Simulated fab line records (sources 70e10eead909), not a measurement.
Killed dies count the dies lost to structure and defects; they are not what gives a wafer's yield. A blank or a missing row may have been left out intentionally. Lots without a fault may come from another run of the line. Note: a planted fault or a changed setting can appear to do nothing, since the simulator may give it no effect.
Struck lot and sound lot, side by side / flow nand harc / 38 out of 1159 route steps
Sound: the wafers L980.2, L980.3, L980.5. Struck: wafers L100.1, L100.2, L100.3. The cause comes at the end.
For every step that has rows: the tool of each side, followed by ch and its chambers, followed by its first start. Under that, the readings that differ: sound wafers / struck wafers / difference of the means / sigmas: that difference in standard deviations of wafers without a fault.
alike: readings whose means differ by less than 2 such deviations, and words and numbers that are the same on both sides. not compared: withheld readings, readings that some wafer has no value for, bounds like >300 that may hide the same value, and numbers for which the record gives no deviation and whose values overlap.
Wherever a step has rows on one side only, a row that says differs or no value, or a row with sigmas, the two part there. Numbers that have no deviation but don't overlap get no sigmas and don't part them. A reading that every wafer of one side lacks parts them only if that side has two wafers or more.

first, 9 steps without rows for these wafers: NHARC_A_STAIRCASE_HMDS_434 (time 30 s); NHARC_A_STAIRCASE_COAT_435; NHARC_A_STAIRCASE_SOFTBAKE_436 (time 170 s); NHARC_A_STAIRCASE_EBR_437; NHARC_A_STAIRCASE_EXPOSE_438 (exposes mask STAIR REV); NHARC_A_STAIRCASE_PEB_439 (peb time 130 s); NHARC_A_STAIRCASE_DEVELOP_440 (time 140 s); NHARC_A_STAIRCASE_HARDBAKE_442 (time 140 s); NHARC_A_STAIRCASE_DESCUM_443 (chemistry O2, time 3 s).
NHARC_A_STAIRCASE_ETCH_444: etches the open film in C4F8/O2, target depth 10200 nm, time 3400 s.
  sound on rie diel-10 ch 0,2,3, day 14 07:34; struck on rie diel-07 ch 0,1,3, day 19 08:51
  alike: oes product au, rf vpp V
  not compared: rf hours counter h
NHARC_A_STAIRCASE_STRIP_446: strips in O2.
  sound on plasma asher-02 ch 0,1, day 14 09:38; struck on plasma asher-02 ch 0,1, day 19 11:04
  alike: drypump motor current A, heater power w
  not compared: rf hours counter h
then, 3 steps without rows for these wafers: NHARC_A_STAIRCASE_STRIP_447 (strips in SPM, time 900 s); NHARC_A_STAIRCASE_PRECLEAN_448 (cleans in SC1); NHARC_A_STAIRCASE_SRD_449.
NHARC_A_STAIRCASE_CMP_450: polishes SiO2, target thk 200 nm.
  sound on cmp-01 ch 0,2, day 14 10:25; struck on cmp-04 ch 0,1,3, day 19 11:57
  alike: motor current A
then, 5 steps without rows for these wafers: NHARC_A_STAIRCASE_CMP_152 (polishes); NHARC_A_STAIRCASE_SRD_154; NHARC_A_STAIRCASE_ETCH_403 (etches SiO2 in dHF, target depth 108.2 nm); NHARC_A_STAIRCASE_ETCHBACK_422 (etches the open film in CH3F/O2, target depth 40 nm, time 74.286 s); NHARC_A_STAIRCASE_ETCH_423 (etches SiO2 in dHF, target depth 30 nm).
NHARC_A_STAIRCASE_ETCHBACK_157: etches the open film in CH3F/O2, target depth 90 nm, time 167.14 s.
  sound on rie diel-07 ch 1,2, day 14 11:17; struck on rie diel-07 ch 0,1,3, day 19 13:01
reading=oes product au (a.u.); sound=0.95 0.93 0.92; struck=1.00 1.00 1.01; difference=+0.07; sigmas=+2
  alike: drypump motor current A, rf vpp V, showerhead plenum p Torr, throttle valve pct
  not compared: rf hours counter h
then, 1 step without rows for these wafers: NHARC_A_STAIRCASE_STRIP_475 (strips in O2, time 20 s).
NHARC_A_STAIRCASE_DEP_471: deposits SiO2, target thk 100 nm.
  sound on pecvd-01 ch 0,1,2, day 14 11:34; struck on pecvd-03 ch 0,1,2, day 19 13:17
  alike: heater power w, throttle valve pct
then, 2 steps without rows for these wafers: NHARC_A_STAIRCASE_CMP_472 (polishes SiO2); NHARC_A_STAIRCASE_SRD_474.
NHARC_A_SGD_CUT_DEP_00: deposits SiNx, target thk 50 nm.
  sound on pecvd-02 ch 0,2, day 14 12:23; struck on pecvd-04 ch 0,1,2, day 19 13:58
  alike: heater power w
then, 10 steps without rows for these wafers: NHARC_A_SGD_CUT_DEHYDRATE_01 (time 120 s); NHARC_A_SGD_CUT_HMDS_02 (time 30 s); NHARC_A_SGD_CUT_COAT_56 (time 75 s); NHARC_A_SGD_CUT_COAT_57 (time 65 s); NHARC_A_SGD_CUT_COAT_03 (resist thk 90 nm); NHARC_A_SGD_CUT_SOFTBAKE_04 (time 55 s); NHARC_A_SGD_CUT_EBR_05; NHARC_A_SGD_CUT_EXPOSE_06 (exposes mask SGD); NHARC_A_SGD_CUT_PEB_07 (peb time 65 s); NHARC_A_SGD_CUT_DEVELOP_08 (develop time 35 s).
NHARC_A_SGD_CUT_CD_MEAS_09 targets a cd of 100 nm.
  sound on cd sem-03 ch 0, day 14 13:05; struck on cd sem-03 ch 0, day 19 14:43
  alike: cd nm
-- jump in the record: it breaks off in module A_SGD_CUT and resumes in module END (first step shown: number 1159 of the route), and 5 days separate the struck wafers' starts before and after --
NHARC_END_SORT_01:
  only the struck wafers appear in the record here, on prober-02 ch 0 at day 24 23:41; the sound ones have no rows

== WHERE THEY PART ==
Earliest at NHARC_A_STAIRCASE_ETCHBACK_157; latest, in this record, at NHARC_END_SORT_01.

WHY: the cause the simulator had injected
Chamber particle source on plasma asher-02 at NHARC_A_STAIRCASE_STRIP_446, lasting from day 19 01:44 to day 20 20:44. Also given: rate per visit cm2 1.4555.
